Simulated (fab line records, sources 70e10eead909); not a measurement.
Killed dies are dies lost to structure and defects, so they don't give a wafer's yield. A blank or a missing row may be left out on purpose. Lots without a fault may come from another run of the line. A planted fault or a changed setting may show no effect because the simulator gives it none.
Chamber matching | flow nand_harc | NHARC_A_STAIRCASE_CMP_152 on cmp-04: 4 sister chambers
The step polishes. 8 wafers are shown with their chamber, then 8 later ones without.

WAFERS WITH THEIR CHAMBER
wafer  | chamber | motor_current_A (A)
L077.2 | 0       | 8.3
L081.2 | 0       | 8.4
L082.1 | 1       | 12.6
L082.2 | 2       | 11.5
L083.3 | 3       | 12.5
L083.4 | 1       | 11.9
L083.6 | 2       | 11.6
L086.3 | 3       | 12.5

WAFERS WITHOUT THEIR CHAMBER
wafer  | motor_current_A (A)
L086.4 | 8.3
L086.5 | 12.9
L093.1 | 12.6
L093.2 | 11.6
L093.4 | 8.3
L095.1 | 10.7
L095.2 | 11.8
L095.4 | 8.1

WHICH CHAMBER EACH WENT THROUGH
wafer  | from the rows above          | in truth
L086.4 | 0                            | 0
L086.5 | can't be placed: 3 or 1      | 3
L093.1 | can't be placed: 3 or 1      | 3
L093.2 | 2                            | 2
L093.4 | 0                            | 0
L095.1 | 2                            | 2
L095.2 | can't be placed: 2 or 1 or 3 | 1
L095.4 | 0                            | 0
Placed correctly: 5 of 8. Can't be placed from these rows: 3 (the true chamber is among the candidates in 3). Placed wrongly: 0.
How it was worked out, from the rows above alone: a wafer's distance from a chamber is the root of the sum, over the readings, of the square of ((its reading less the chamber's mean) divided by the reading's scatter). The wafer belongs to the nearest chamber; if the next one is less than 2 further off, it can't be placed. A chamber's mean is the mean of its shown wafers. The scatter: the root of (the sum of the squares of (reading less its chamber's mean) over the shown wafers, divided by (wafers less chambers)).
